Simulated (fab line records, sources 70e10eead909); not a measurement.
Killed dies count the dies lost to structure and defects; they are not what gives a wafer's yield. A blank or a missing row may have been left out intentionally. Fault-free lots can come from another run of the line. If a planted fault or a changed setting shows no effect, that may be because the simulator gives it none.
Matching of chambers	flow nand_harc	NHARC_A_STAIRCASE_CMP_472 on cmp-02: 4 sister chambers
The step polishes SiO2. 7 wafers are shown with their chamber, then 7 later ones without.

## WAFERS WITH THEIR CHAMBER
wafer	chamber	motor_current_A (A)	slurry_flow_ml_min
L076.2	3	12.8	149.7
L080.4	3	13.0	150.0
L080.5	0	13.3	150.3
L082.4	1	10.7	150.0
L082.6	2	10.6	150.2
L092.1	0	12.1	150.8
L092.3	2	11.3	149.8

## WAFERS WITH NO CHAMBER GIVEN
wafer	motor_current_A (A)	slurry_flow_ml_min
L092.5	13.2	150.9
L095.1	12.7	150.4
L095.4	13.1	149.8
L095.5	12.4	150.2
L096.2	10.4	149.7
L096.4	12.9	149.8
L096.6	10.4	149.4

## WHICH CHAMBER EACH ONE RAN IN
wafer	from the rows above	in truth
L092.5	0	0
L095.1	can't be placed: 0 or 3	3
L095.4	3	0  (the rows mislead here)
L095.5	can't be placed: 0 or 3 or 2 or 1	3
L096.2	can't be placed: 1 or 2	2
L096.4	3	3
L096.6	can't be placed: 1 or 2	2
Correctly placed: 2 of 7. Unplaceable from these rows: 4, with the true chamber sitting among the candidates in 4. 1 placed wrongly.
How it was worked out, from the rows above alone: a wafer's distance from a chamber is the root of the sum, over the readings, of the square of ((its reading less the chamber's mean) divided by the reading's scatter). If the next closest chamber is less than 2 further off than the closest, the wafer can't be placed; otherwise it belongs to the closest. For every chamber, the mean is computed from those of its wafers that are shown. The scatter is the square root of a quotient: the sum, over the shown wafers, of each reading's squared deviation from its chamber's mean, divided by wafers minus chambers.
